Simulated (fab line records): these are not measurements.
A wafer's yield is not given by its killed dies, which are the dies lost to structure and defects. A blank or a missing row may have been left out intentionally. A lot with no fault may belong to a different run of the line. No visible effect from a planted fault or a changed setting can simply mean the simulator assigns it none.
Matching of chambers ; flow nandHarc ; rieDiel-12 running NHARC_A_CHANNEL_FILL_D2_ETCHBACK_20: 4 sister chambers
The step etches the open film in C4F8/O2/Ar, target depth 27 nm, time 13.5 s. 4 wafers are shown with their chamber, then 9 later ones without.

## WAFERS PAIRED WITH THEIR CHAMBERS
wafer;chamber;rfVppV (V)
L084.1;2;986
L086.4;1;973
L088.1;3;987
L088.5;0;985

## WAFERS WITHOUT THEIR CHAMBER
wafer;rfVppV (V)
L091.1;987
L091.2;983
L091.3;973
L096.2;987
L096.3;984
L096.4;987
L097.1;987
L097.2;972
L097.5;974

## EACH ONE'S CHAMBER
wafer;from the rows above;in truth
L091.1;can't be placed: 3 or 2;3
L091.2;can't be placed: 0 or 2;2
L091.3;1;1
L096.2;can't be placed: 3 or 2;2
L096.3;can't be placed: 0 or 2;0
L096.4;can't be placed: 3 or 2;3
L097.1;can't be placed: 3 or 2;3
L097.2;1;1
L097.5;1;1
3 of 9 placed correctly. Cannot be placed on the basis of these rows: 6; the candidates contain the true chamber in 6. 0 placed wrongly.
How it was worked out, from the rows above alone: a wafer's distance from a chamber is the root of the sum, over the readings, of the square of ((its reading less the chamber's mean) divided by the reading's scatter). If the next closest chamber is less than 2 further off than the closest, the wafer can't be placed; otherwise it belongs to the closest. The mean given for a chamber averages the wafers shown for that chamber. The scatter: with one shown wafer a chamber, the root of the mean of the squares of how far each hidden wafer lies from its nearest shown one.
